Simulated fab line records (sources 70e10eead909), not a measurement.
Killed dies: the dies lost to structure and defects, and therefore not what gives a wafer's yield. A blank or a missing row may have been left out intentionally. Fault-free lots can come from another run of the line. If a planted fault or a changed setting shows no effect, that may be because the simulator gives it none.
Chamber matching / flow nand harc / rie diel-10 running NHARC_P_M2_STRIP_18: 4 sister chambers
The step strips in N2/H2. 14 wafers are shown with their chamber, then 7 later ones without.

EACH WAFER AND ITS CHAMBER
wafer=L083.1; chamber=0; throttle valve pct (%)=14.165; oes product au (a.u.)=0.988; rf vpp V (V)=91.9
wafer=L083.3; chamber=3; throttle valve pct (%)=14.172; oes product au (a.u.)=0.987; rf vpp V (V)=91.7
wafer=L083.5; chamber=2; throttle valve pct (%)=14.172; oes product au (a.u.)=0.996; rf vpp V (V)=89.4
wafer=L085.2; chamber=3; throttle valve pct (%)=14.170; oes product au (a.u.)=0.981; rf vpp V (V)=89.9
wafer=L085.3; chamber=1; throttle valve pct (%)=14.180; oes product au (a.u.)=0.977; rf vpp V (V)=90.0
wafer=L085.6; chamber=3; throttle valve pct (%)=14.167; oes product au (a.u.)=0.994; rf vpp V (V)=90.5
wafer=L087.1; chamber=3; throttle valve pct (%)=14.183; oes product au (a.u.)=0.998; rf vpp V (V)=91.4
wafer=L087.2; chamber=0; throttle valve pct (%)=14.144; oes product au (a.u.)=1.014; rf vpp V (V)=91.4
wafer=L087.6; chamber=1; throttle valve pct (%)=14.177; oes product au (a.u.)=0.994; rf vpp V (V)=91.7
wafer=L088.1; chamber=1; throttle valve pct (%)=14.165; oes product au (a.u.)=0.992; rf vpp V (V)=91.9
wafer=L088.3; chamber=3; throttle valve pct (%)=14.172; oes product au (a.u.)=1.006; rf vpp V (V)=90.2
wafer=L088.5; chamber=0; throttle valve pct (%)=14.165; oes product au (a.u.)=1.018; rf vpp V (V)=91.1
wafer=L092.4; chamber=3; throttle valve pct (%)=14.178; oes product au (a.u.)=0.987; rf vpp V (V)=93.1
wafer=L092.5; chamber=2; throttle valve pct (%)=14.168; oes product au (a.u.)=0.994; rf vpp V (V)=90.7

SIGNATURES (means of the wafers above)
reading=throttle valve pct; chamber 0=14.15800; chamber 1=14.17400; chamber 2=14.17000; chamber 3=14.17367; scatter within a chamber=0.00773
reading=oes product au; chamber 0=1.00667; chamber 1=0.98767; chamber 2=0.99500; chamber 3=0.99217; scatter within a chamber=0.0105
reading=rf vpp V; chamber 0=91.467; chamber 1=91.200; chamber 2=90.050; chamber 3=91.133; scatter within a chamber=1.02
Rule: for each reading, subtract the chamber's mean from the wafer's reading, divide by that reading's scatter and square the result; add these up over the readings and take the root, which gives the wafer's distance from the chamber. If the next closest chamber is less than 2 further off than the closest, the wafer can't be placed; otherwise it belongs to the closest. The scatter: take each reading less its chamber's mean, square it, sum over the shown wafers, divide by the number of wafers less the number of chambers, and take the root.

WAFERS MISSING THEIR CHAMBER
wafer=L092.6; throttle valve pct (%)=14.177; oes product au (a.u.)=0.992; rf vpp V (V)=91.3
wafer=L093.1; throttle valve pct (%)=14.156; oes product au (a.u.)=0.987; rf vpp V (V)=91.2
wafer=L093.4; throttle valve pct (%)=14.165; oes product au (a.u.)=1.013; rf vpp V (V)=91.7
wafer=L093.5; throttle valve pct (%)=14.164; oes product au (a.u.)=1.011; rf vpp V (V)=91.9
wafer=L097.1; throttle valve pct (%)=14.175; oes product au (a.u.)=1.020; rf vpp V (V)=92.5
wafer=L097.3; throttle valve pct (%)=14.183; oes product au (a.u.)=1.012; rf vpp V (V)=90.4
wafer=L097.4; throttle valve pct (%)=14.177; oes product au (a.u.)=0.988; rf vpp V (V)=90.7

EACH ONE'S CHAMBER
wafer=L092.6; from the rows above=can't be placed: 3 or 1 or 2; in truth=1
wafer=L093.1; from the rows above=can't be placed: 0 or 2 or 1 or 3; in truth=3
wafer=L093.4; from the rows above=can't be placed: 0 or 3 or 2 or 1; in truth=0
wafer=L093.5; from the rows above=can't be placed: 0 or 3 or 2 or 1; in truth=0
wafer=L097.1; from the rows above=can't be placed: 0 or 3 or 1 or 2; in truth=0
wafer=L097.3; from the rows above=can't be placed: 3 or 2 or 1 or 0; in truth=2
wafer=L097.4; from the rows above=can't be placed: 1 or 3 or 2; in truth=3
Correct placement for 0 of the 7. From these rows, 7 cannot be placed; in 7 the true chamber is one of the candidates. Number placed wrongly: 0.
